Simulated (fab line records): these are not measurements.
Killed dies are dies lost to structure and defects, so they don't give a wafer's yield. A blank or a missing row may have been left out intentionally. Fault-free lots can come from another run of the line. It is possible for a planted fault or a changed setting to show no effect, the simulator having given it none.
The tool behind it: which one?    flow nand_harc    11 lots with 33 wafers sampled at 6 steps, on a route of 1159 steps

== WHAT THE GAUGES READ, wafer by wafer ==
NHARC_A_SGD_CUT_INSPECT_25. Usual: raw_defect_count at 335, with a standard deviation of 95.
lot   measured      on                 raw_defect_count  flag
L801  day 13 12:02  defect_inspect-02  238 274 288       
L802  day 14 02:47  defect_inspect-01  210 317 583       
L806  day 15 10:31  defect_inspect-02  258 449 396       
L808  day 15 10:36  defect_inspect-02  405 243 290       
L810  day 16 06:30  defect_inspect-01  462 262 222       
L814  day 17 00:53  defect_inspect-01  467 320 368       
L818  day 18 10:50  defect_inspect-02  1173 1274 1086    OFF
L821  day 19 08:58  defect_inspect-01  1204 1166 1213    OFF
L824  day 19 08:57  defect_inspect-02  242 279 289       
L823  day 19 13:01  defect_inspect-02  259 354 398       
L822  day 19 16:35  defect_inspect-02  420 506 280       

NHARC_A_SLIT_OVL_MEAS_10. Usual: overlay_x_nm -0.2 nm, standard deviation 0.83; overlay_y_nm 0.1 nm, standard deviation 0.92.
lot   measured      on          overlay_x_nm (nm)  overlay_y_nm (nm)  flag
L801  day 13 19:03  overlay-02  0.4 0.7 0.1        -0.5 0.1 -0.9      
L802  day 14 06:17  overlay-02  -0.4 -0.5 -0.6     2.7 1.9 1.1        
L806  day 15 13:38  overlay-01  0.3 0.5 0.1        0.5 1.4 0.6        
L808  day 15 14:20  overlay-01  0.6 0.8 0.4        0.9 0.7 0.6        
L810  day 16 11:50  overlay-01  -0.2 0.3 -0.6      0.9 0.7 0.7        
L814  day 17 05:08  overlay-01  2.0 2.0 2.0        -0.5 -0.6 -0.1     
L818  day 18 15:28  overlay-02  -0.3 0.0 -0.4      -0.3 0.2 -0.5      
L821  day 19 12:16  overlay-01  -0.7 -1.0 -0.8     -0.7 -0.9 -0.8     
L824  day 19 12:07  overlay-02  -0.3 -0.5 -0.3     -0.1 0.2 -0.3      
L823  day 19 16:25  overlay-02  -0.6 -0.2 -0.8     1.0 0.9 1.5        
L822  day 19 19:50  overlay-01  -0.1 -0.5 0.0      -0.1 -0.3 -0.1     

NHARC_END_SORT_01. Usual: killed_at_array 27, standard deviation 11; killed_at_other 0.6, standard deviation 0.89; killed_at_periphery 3.0, standard deviation 2.4; killed_dies 31, standard deviation 12; killed_open 3.2, standard deviation 1.6; killed_short 2.0, standard deviation 1.5.
lot   measured      on         killed_at_array  killed_at_other  killed_at_periphery  killed_dies  killed_open  killed_short  flag
L818  day 23 19:41  prober-02  71 89 78         1 1 1            3 3 0                75 93 79     3 4 3        1 5 1         OFF
L821  day 25 00:32  prober-02  108 128 99       0 0 0            5 2 2                113 130 101  3 4 4        2 4 2         OFF

== WHAT TOOL EACH LOT RAN ON (gives the tool, then ch and the chambers of the sampled wafers, and finally the start) ==
lot   NHARC_A_STAIRCASE_DESCUM_443        NHARC_A_SGD_CUT_ETCHBACK_24         NHARC_A_SLIT_ETCH_15
L801  rie_diel-06 ch 1,2,3, day 13 01:46  rie_diel-10 ch 0,1,2, day 13 11:48  rie_diel-04 ch 0,1,3, no start
L802  rie_diel-06 ch 0,1,2, day 13 14:26  rie_diel-07 ch 1,3, day 14 02:32    rie_diel-12 ch 0,1,3, no start
L806  rie_diel-06 ch 0,3, day 14 22:07    rie_diel-11 ch 0,1,2, day 15 10:16  rie_diel-04 ch 0,1,3, no start
L808  rie_diel-06 ch 1,2,3, day 14 23:39  rie_diel-07 ch 0,1,2, day 15 10:17  rie_diel-09 ch 1,2,3, no start
L810  rie_diel-13 ch 0,2, day 15 18:15    rie_diel-07 ch 1,3, day 16 06:16    rie_diel-09 ch 0,1, no start
L814  rie_diel-02 ch 2,3, day 16 12:40    rie_diel-07 ch 0,1,3, day 17 00:40  rie_diel-12 ch 1,2, no start
L818  rie_diel-02 ch 1,2,3, day 17 19:58  rie_diel-07 ch 2,3, day 18 10:35    rie_diel-12 ch 0,1, day 23 19:41 or earlier
L821  rie_diel-13 ch 0,3, day 18 18:49    rie_diel-07 ch 2,3, day 19 08:41    rie_diel-04 ch 0,3, day 25 00:32 or earlier
L824  rie_diel-02 ch 0,1,3, day 18 18:59  rie_diel-10 ch 1,2,3, day 19 08:43  rie_diel-09 ch 0,3, no start
L823  rie_diel-06 ch 0,1, day 18 23:26    rie_diel-10 ch 0,2, day 19 12:47    rie_diel-04 ch 0,2,3, no start
L822  rie_diel-13 ch 0,1,3, day 19 04:22  rie_diel-11 ch 2,3, day 19 16:21    rie_diel-04 ch 0,2,3, no start
- NHARC_A_STAIRCASE_DESCUM_443: chemistry O2, time 3 s.
- NHARC_A_SGD_CUT_ETCHBACK_24: etches the open film in CH3F/O2, target depth 50 nm, time 92.857 s.
- NHARC_A_SLIT_ETCH_15: etches the open film in O2/COS, target depth 3200 nm, time 832 s.

== WHAT THE TOOLS THEMSELVES READ (means of the sampled wafers that have a number; where no wafer has one, the mark that the record gives instead) ==
NHARC_A_STAIRCASE_DESCUM_443. Usual: drypump_motor_current_A 5.7 A, standard deviation 0.37; oes_product_au 1.001 a.u., standard deviation 0.011; rf_vpp_V 57.6 V, standard deviation 0.92; showerhead_plenum_p_Torr 1.89 Torr, standard deviation 0.083; throttle_valve_pct 11.312 %, standard deviation 0.0091.
lot   tool         drypump_motor_current_A (A)  oes_product_au (a.u.)  rf_vpp_V (V)  showerhead_plenum_p_Torr (Torr)  throttle_valve_pct (%)  flag
L801  rie_diel-06  5.8                          1.009                  56.8          1.93                             11.320                  
L802  rie_diel-06  5.5                          0.994                  58.5          1.95                             11.317                  
L806  rie_diel-06  5.7                          0.994                  56.3          1.80                             11.309                  
L808  rie_diel-06  5.8                          1.002                  58.0          1.92                             11.302                  
L810  rie_diel-13  5.5                          0.996                  58.1          1.83                             11.312                  
L814  rie_diel-02  5.5                          1.007                  58.4          1.98                             11.306                  
L818  rie_diel-02  5.8                          1.017                  58.3          1.95                             11.319                  
L821  rie_diel-13  5.3                          1.000                  56.6          1.85                             11.308                  
L824  rie_diel-02  6.0                          1.009                  56.9          1.87                             11.314                  
L823  rie_diel-06  5.4                          1.012                  56.3          1.86                             11.310                  
L822  rie_diel-13  5.5                          1.007                  56.9          1.88                             11.315                  

NHARC_A_SGD_CUT_ETCHBACK_24. Usual: drypump_motor_current_A 5.5 A, standard deviation 0.4; oes_product_au 0.96 a.u., standard deviation 0.037; rf_vpp_V 244.3 V, standard deviation 1.8; showerhead_plenum_p_Torr 2.46 Torr, standard deviation 0.11; throttle_valve_pct 20.663 %, standard deviation 0.0085.
lot   tool         drypump_motor_current_A (A)  oes_product_au (a.u.)  rf_vpp_V (V)  showerhead_plenum_p_Torr (Torr)  throttle_valve_pct (%)  flag
L801  rie_diel-10  5.3                          1.00                   245.4         2.54                             20.667                  
L802  rie_diel-07  5.2                          0.93                   244.8         2.45                             20.657                  
L806  rie_diel-11  6.0                          0.92                   244.0         2.44                             20.664                  
L808  rie_diel-07  5.5                          1.00                   243.4         2.43                             20.664                  
L810  rie_diel-07  5.2                          1.00                   244.3         2.45                             20.652                  
L814  rie_diel-07  5.5                          0.93                   243.8         2.46                             20.662                  
L818  rie_diel-07  5.3                          1.01                   244.4         2.45                             20.665                  
L821  rie_diel-07  5.3                          0.99                   244.1         2.45                             20.659                  
L824  rie_diel-10  5.5                          0.92                   243.7         2.45                             20.662                  
L823  rie_diel-10  5.3                          1.00                   245.2         2.53                             20.667                  
L822  rie_diel-11  5.8                          0.99                   244.6         2.52                             20.663                  

NHARC_A_SLIT_ETCH_15. Usual: drypump_motor_current_A 5.73 A, standard deviation 0.3; oes_product_au 1.000 a.u., standard deviation 0.01; rf_vpp_V 314.1 V, standard deviation 2; showerhead_plenum_p_Torr 3.12 Torr, standard deviation 0.13; throttle_valve_pct 28.330 %, standard deviation 0.0094.
lot   tool         drypump_motor_current_A (A)  oes_product_au (a.u.)  rf_vpp_V (V)  showerhead_plenum_p_Torr (Torr)  throttle_valve_pct (%)  flag
L801  rie_diel-04  5.76                         1.003                  313.5         3.05                             28.325                  
L802  rie_diel-12  5.61                         0.986                  315.8         3.24                             28.332                  
L806  rie_diel-04  5.74                         0.996                  313.3         3.05                             28.334                  
L808  rie_diel-09  5.95                         0.988                  313.8         3.10                             28.327                  
L810  rie_diel-09  5.61                         0.997                  314.4         3.15                             28.326                  
L814  rie_diel-12  5.31                         1.002                  316.7         3.30                             28.325                  
L818  rie_diel-12  5.54                         1.017                  314.6         3.13                             28.325                  
L821  rie_diel-04  5.60                         1.007                  313.7         3.02                             28.338                  
L824  rie_diel-09  5.80                         0.996                  315.7         3.24                             28.332                  
L823  rie_diel-04  5.56                         1.006                  312.5         3.01                             28.333                  
L822  rie_diel-04  5.55                         0.996                  312.6         3.01                             28.326                  

== THE ANSWER, worked out from the rows above alone ==
Rule: a lot is off if the mean of its wafers that have a number lies more than 3 standard deviations from the usual mean. A lot without any number at a reading at which 4 lots or more have one is off too. The other lots that the step has rows for count as sound. The gauges are gone through in route order, then the tools' own readings, and for those a lot's mean is taken as printed above. At the first step where some lot is off, the reading lying furthest off is the one used; lots without a number count as furthest.
Off: L818, L821 (NHARC_A_SGD_CUT_INSPECT_25, raw_defect_count).
A tool fits if, at a process step before that reading, it ran every lot that is off, and no sound lot after the first of them. The gauges at NHARC_A_SGD_CUT_INSPECT_25 aren't tried: what is off there is off at NHARC_END_SORT_01 too, on other tools, and a gauge's error can't cause that. One fits: rie_diel-07 at NHARC_A_SGD_CUT_ETCHBACK_24. Its last sound lot is L814 (day 17 00:40), its first lot that is off L818 (day 18 10:35): a fault that began between those two fits.

== WHAT THE SIMULATOR PUT IN ==
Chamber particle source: rie_diel-07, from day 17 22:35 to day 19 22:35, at NHARC_A_SGD_CUT_ETCHBACK_24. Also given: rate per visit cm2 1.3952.
Lots struck among those shown: L818, L821. The rule above found the same.
